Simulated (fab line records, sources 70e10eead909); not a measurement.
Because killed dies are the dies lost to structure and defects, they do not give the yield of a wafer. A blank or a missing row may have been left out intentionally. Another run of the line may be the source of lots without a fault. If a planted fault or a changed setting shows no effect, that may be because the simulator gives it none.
Struck lot and sound lot, side by side	flow nand harc	42 steps out of a route of 1159
Sound: these wafers, L310.1, L310.5, L310.6. Struck: wafer L313.1. (L313.2, L313.4 of the same lot were not struck and are left out.) The cause comes at the end.
Order at every step that has rows: each side's tool, ch and its chambers, its first start. Under that, the readings that differ: sound wafers	struck wafers	difference of the means	sigmas: that difference in standard deviations of wafers without a fault.
alike: readings with means less than 2 such deviations apart, plus words and numbers identical on both sides. not compared: withheld readings, readings lacking a value on some wafer, bounds such as >300 that could conceal the same value, and numbers that have no deviation in the record and whose values overlap.
Wherever a step has rows on one side only, a row that says differs or no value, or a row with sigmas, the two part there. Numbers that have no deviation but don't overlap get no sigmas and don't part them. A reading missing from all wafers of one side parts the sides only when that side holds two or more wafers.

first, 11 steps without rows for these wafers: NHARC_P_ZERO_WELL_COAT_64 (time 65 s); NHARC_P_ZERO_WELL_COAT_05 (resist thk 600 nm); NHARC_P_ZERO_WELL_SOFTBAKE_06 (time 70 s); NHARC_P_ZERO_WELL_EBR_07; NHARC_P_ZERO_WELL_EXPOSE_08 (exposes mask P ZERO, target cd 500 nm); NHARC_P_ZERO_WELL_PEB_09 (peb time 80 s); NHARC_P_ZERO_WELL_DEVELOP_10 (time 50 s); NHARC_P_ZERO_WELL_HARDBAKE_12 (time 65 s); NHARC_P_ZERO_WELL_DESCUM_13 (chemistry O2, time 3 s); NHARC_P_ZERO_WELL_ETCH_65 (etches the open film in N2/H2, target depth 80 nm, overetch 24 nm, time 87.88 s); NHARC_P_ZERO_WELL_ETCH_62 (etches the open film in CHF3/Ar, target depth 13 nm, time 6.5 s).
NHARC_P_ZERO_WELL_ETCH_63: etches the open film in HBr/Cl2, target depth 120 nm, time 40.1 s.
  sound on rie si-04 ch 0,2,3, day 1 19:51; struck on rie si-04 ch 2, day 2 13:39
  alike: chamber pressure mTorr, drypump motor current A, oes product au, throttle valve pct
  not compared: rf hours counter h
then, 27 steps without rows for these wafers: NHARC_P_ZERO_WELL_STRIP_15 (strips in SPM, time 900 s); NHARC_P_ZERO_WELL_DEHYDRATE_16 (time 120 s); NHARC_P_ZERO_WELL_HMDS_17 (time 30 s); NHARC_P_ZERO_WELL_COAT_18; NHARC_P_ZERO_WELL_SOFTBAKE_19 (time 95 s); NHARC_P_ZERO_WELL_EBR_20; NHARC_P_ZERO_WELL_EXPOSE_21 (exposes mask P NWELL, target cd 720 nm); NHARC_P_ZERO_WELL_PEB_22 (peb time 85 s); NHARC_P_ZERO_WELL_DEVELOP_23 (time 70 s); NHARC_P_ZERO_WELL_HARDBAKE_25 (time 80 s); NHARC_P_ZERO_WELL_DESCUM_26 (chemistry O2, time 3 s); NHARC_P_ZERO_WELL_IMPLANT_27; NHARC_P_ZERO_WELL_IMPLANT_57; NHARC_P_ZERO_WELL_IMPLANT_58; NHARC_P_ZERO_WELL_STRIP_28 (strips in SPM, time 840 s); NHARC_P_ZERO_WELL_DEHYDRATE_29 (time 120 s); NHARC_P_ZERO_WELL_HMDS_30 (time 30 s); NHARC_P_ZERO_WELL_COAT_31; NHARC_P_ZERO_WELL_SOFTBAKE_32 (time 95 s); NHARC_P_ZERO_WELL_EBR_33; NHARC_P_ZERO_WELL_EXPOSE_34 (exposes mask P PWELL, target cd 720 nm); NHARC_P_ZERO_WELL_PEB_35 (peb time 85 s); NHARC_P_ZERO_WELL_DEVELOP_36 (time 70 s); NHARC_P_ZERO_WELL_HARDBAKE_38 (time 80 s); NHARC_P_ZERO_WELL_DESCUM_39 (chemistry O2, time 3 s); NHARC_P_ZERO_WELL_IMPLANT_40; NHARC_P_ZERO_WELL_IMPLANT_59.
NHARC_P_ZERO_WELL_INSPECT_43:
  sound on defect inspect-02 at day 2 01:46; struck on defect inspect-02 at day 2 19:47
reading	sound	struck	difference	sigmas
raw defect count	15 18 22	259	+241	+41
NHARC_P_STI_INSPECT_11:
  sound on defect inspect-02 at day 2 15:18; struck on defect inspect-01 at day 3 10:20
reading	sound	struck	difference	sigmas
raw defect count	5 7 6	243	+237	+85
-- the record jumps here: 17 days lie between the struck wafers' starts before and after (it left off in module P_STI and takes up again in module END, whose first step shown is number 1159 of the route) --
NHARC_END_SORT_01:
  sound on prober-02 ch 0, day 20 02:08; struck on prober-02 ch 0, day 20 09:52
reading	sound	struck	difference	sigmas
killed at periphery	5 0 3	40	+37	+22
killed dies	32 33 40	62	+27	+3
  alike: killed at array, killed at other, killed open, killed short

## WHERE THEY PART
At NHARC_P_ZERO_WELL_INSPECT_43 first; at NHARC_END_SORT_01 last (within this record only).

WHY: what had been put in by the simulator
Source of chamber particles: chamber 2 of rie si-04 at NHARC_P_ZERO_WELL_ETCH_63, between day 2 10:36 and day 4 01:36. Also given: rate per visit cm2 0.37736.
